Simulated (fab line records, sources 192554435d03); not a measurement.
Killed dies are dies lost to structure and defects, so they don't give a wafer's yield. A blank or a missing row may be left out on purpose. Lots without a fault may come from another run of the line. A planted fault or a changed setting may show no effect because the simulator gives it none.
Chamber matching | flow n5_finfet | N5_MOL_CONTACT_COAG_ETCH_91 on rie_diel-04: 4 sister chambers
The step etches SOC in N2/H2, target depth 60 nm, overetch 21 nm, time 101.2 s. 16 wafers are shown with their chamber, then 8 later ones without.

WAFERS WITH THEIR CHAMBER
wafer  | chamber | drypump_motor_current_A (A) | throttle_valve_pct (%) | showerhead_plenum_p_Torr (Torr)
L074.2 | 2       | 5.9                         | 17.99                  | 2.58
L074.3 | 0       | 5.5                         | 17.55                  | 2.59
L074.4 | 2       | 6.0                         | 17.97                  | 2.58
L079.1 | 0       | 5.4                         | 17.58                  | 2.59
L079.4 | 3       | 5.5                         | 17.83                  | 2.61
L079.6 | 3       | 5.6                         | 17.84                  | 2.60
L084.1 | 1       | 6.0                         | 17.36                  | 2.59
L084.2 | 3       | 5.6                         | 17.39                  | 2.60
L084.6 | 2       | 5.9                         | 18.02                  | 2.57
L087.1 | 1       | 6.0                         | 17.37                  | 2.59
L087.2 | 3       | 5.6                         | 17.40                  | 2.60
L087.3 | 2       | 5.9                         | 18.03                  | 2.57
L089.1 | 0       | 5.5                         | 17.60                  | 2.58
L089.4 | 1       | 6.0                         | 17.36                  | 2.59
L089.6 | 3       | 5.6                         | 17.42                  | 2.60
L090.2 | 1       | 6.0                         | 17.37                  | 2.59

SIGNATURES (means of the wafers above)
reading                  | chamber 0 | chamber 1 | chamber 2 | chamber 3 | scatter within a chamber
drypump_motor_current_A  | 5.467     | 6.000     | 5.925     | 5.580     | 0.043
throttle_valve_pct       | 17.5767   | 17.3650   | 18.0025   | 17.5760   | 0.138
showerhead_plenum_p_Torr | 2.5867    | 2.5900    | 2.5750    | 2.6020    | 0.00453
Rule: a wafer's distance from a chamber is the root of the sum, over the readings, of the square of ((its reading less the chamber's mean) divided by the reading's scatter). The wafer belongs to the nearest chamber; if the next one is less than 2 further off, it can't be placed. The scatter: the root of (the sum of the squares of (reading less its chamber's mean) over the shown wafers, divided by (wafers less chambers)).

WAFERS WITHOUT THEIR CHAMBER
wafer  | drypump_motor_current_A (A) | throttle_valve_pct (%) | showerhead_plenum_p_Torr (Torr)
L090.3 | 5.9                         | 18.04                  | 2.57
L090.6 | 5.9                         | 18.03                  | 2.57
L096.1 | 6.0                         | 17.40                  | 2.58
L096.3 | 5.4                         | 17.63                  | 2.57
L096.6 | 5.9                         | 18.05                  | 2.56
L097.3 | 5.6                         | 17.44                  | 2.59
L097.4 | 5.9                         | 18.06                  | 2.56
L097.6 | 5.6                         | 17.45                  | 2.59

WHICH CHAMBER EACH WENT THROUGH
wafer  | from the rows above     | in truth
L090.3 | 2                       | 2
L090.6 | 2                       | 2
L096.1 | 1                       | 1
L096.3 | 0                       | 0
L096.6 | 2                       | 2
L097.3 | can't be placed: 3 or 0 | 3
L097.4 | 2                       | 2
L097.6 | can't be placed: 3 or 0 | 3
Placed correctly: 6 of 8. Can't be placed from these rows: 2 (the true chamber is among the candidates in 2). Placed wrongly: 0.
